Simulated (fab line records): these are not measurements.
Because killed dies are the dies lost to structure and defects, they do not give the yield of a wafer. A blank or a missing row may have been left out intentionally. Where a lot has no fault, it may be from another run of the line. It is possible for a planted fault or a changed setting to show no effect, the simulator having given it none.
Which tool did it? | flow nand_harc | 12 lots with 36 wafers sampled at 5 steps, on a route of 1159 steps

== WHAT THE GAUGES READ, wafer by wafer ==
NHARC_A_BLC_CD_MEAS_19.
lot  | measured     | on        | cd_nm (nm)
L074 | day 17 14:56 | cd_sem-01 | 100 102 95
L076 | day 17 18:58 | cd_sem-01 | 98 103 102
L080 | day 18 18:53 | cd_sem-02 | 104 97 106
L082 | day 19 07:10 | cd_sem-03 | 95 103 103
L084 | day 19 13:29 | cd_sem-02 | 105 98 99
L085 | day 20 04:48 | cd_sem-01 | 106 100 100
L086 | day 20 11:59 | cd_sem-03 | 100 105 106
L090 | day 21 01:56 | cd_sem-02 | 98 98 98
L092 | day 21 13:57 | cd_sem-02 | 103 93 102
L093 | day 22 03:07 | cd_sem-03 | 98 107 101
L096 | day 22 09:02 | cd_sem-02 | 94 102 97
L095 | day 22 12:05 | cd_sem-02 | 95 106 101

== WHICH TOOL RAN EACH LOT (tool, then ch and the chambers of the sampled wafers, then the start) ==
lot  | NHARC_A_CONTACT_ETCH_138             | NHARC_A_CONTACT_STRIP_26                      | NHARC_A_CONTACT_ALD_18              | NHARC_A_BLC_DESCUM_15
L074 | har_cap_etch-03 ch 0,1, day 17 02:50 | rie_diel-11 ch 0,3, day 17 04:43 or earlier   | ald_metal-01 ch 1,3, day 17 04:43   | rie_diel-13 ch 0,2,3, day 17 13:59
L076 | har_cap_etch-01 ch 0,1, day 17 09:04 | rie_diel-11 ch 2,3, day 17 10:54 or earlier   | ald_metal-01 ch 0,1, day 17 10:54   | rie_diel-13 ch 0,3, day 17 17:41
L080 | har_cap_etch-03 ch 0,1, day 18 14:03 | rie_diel-11 ch 0,2,3, day 18 15:53 or earlier | ald_metal-01 ch 0,1,3, day 18 15:53 | rie_diel-13 ch 0,1,3, day 18 17:55
L082 | har_cap_etch-02 ch 0,1, day 18 22:13 | rie_diel-08 ch 0,1, day 19 00:03 or earlier   | ald_metal-04 ch 1,2, day 19 00:03   | rie_diel-07 ch 1,2,3, day 19 05:53
L084 | har_cap_etch-02 ch 0,1, day 19 08:34 | rie_diel-11 ch 0,2,3, day 19 10:25 or earlier | ald_metal-01 ch 0,1,2, day 19 10:25 | rie_diel-07 ch 0,1,3, day 19 12:31
L085 | har_cap_etch-01 ch 0,1, day 19 23:50 | rie_diel-08 ch 0,1,3, day 20 01:44 or earlier | ald_metal-02 ch 0,2,3, day 20 01:44 | rie_diel-07 ch 0,2,3, day 20 03:50
L086 | har_cap_etch-02 ch 0,1, day 20 03:46 | rie_diel-11 ch 1,2, day 20 05:28 or earlier   | ald_metal-04 ch 1,2,3, day 20 05:28 | rie_diel-03 ch 0,2,3, day 20 10:59
L090 | har_cap_etch-03 ch 0,1, day 20 19:35 | rie_diel-01 ch 0,2,3, day 20 21:16 or earlier | ald_metal-02 ch 1,2,3, day 20 21:16 | rie_diel-13 ch 0,2, day 21 00:24
L092 | har_cap_etch-02 ch 0,1, day 21 05:05 | rie_diel-11 ch 1,2, day 21 06:44 or earlier   | ald_metal-02 ch 0,3, day 21 06:44   | rie_diel-03 ch 0,1,2, day 21 12:59
L093 | har_cap_etch-01 ch 0,1, day 21 18:33 | rie_diel-08 ch 1,2,3, day 21 20:37 or earlier | ald_metal-02 ch 0,1,2, day 21 20:37 | rie_diel-03 ch 1,2,3, day 22 02:09
L096 | har_cap_etch-03 ch 0,1, day 22 04:12 | rie_diel-08 ch 0,1,3, day 22 05:52 or earlier | ald_metal-04 ch 0,1, day 22 05:52   | rie_diel-03 ch 0,2,3, day 22 08:04
L095 | har_cap_etch-03 ch 0,1, day 22 07:03 | rie_diel-01 ch 0,1, day 22 08:57 or earlier   | ald_metal-01 ch 1,2,3, day 22 08:57 | rie_diel-03 ch 0,2, day 22 11:07
- NHARC_A_CONTACT_ETCH_138: etches the open film in C4F8/O2/Ar, time 132 s, target depth 1289 nm.
- NHARC_A_CONTACT_STRIP_26: strips in O2.
- NHARC_A_CONTACT_ALD_18: deposits TiN, target thk 3 nm, pulse time 1 s, ald cycles 150.
- NHARC_A_BLC_DESCUM_15: chemistry O2, time 3 s.

== THE ANSWER, worked out from the rows above alone ==
Rule: the usual values come from the lots themselves. The widest of any qualifying gaps counts: lots, ordered by their means at a reading, are off when they make up no more than a third of the lots, leave a main group of 4 or more, and stand apart from it by 3 or more times the standard deviation of that group's means. If all means in a main group match to the digits the tables above print for the reading, that group is not used. Also off: a lot with no number at a reading for which 4 or more lots have one. Any other lot the step has rows for is counted as sound.
Nothing can be told from this: no lot is off at any reading shown.

== WHAT WAS PUT IN BY THE SIMULATOR ==
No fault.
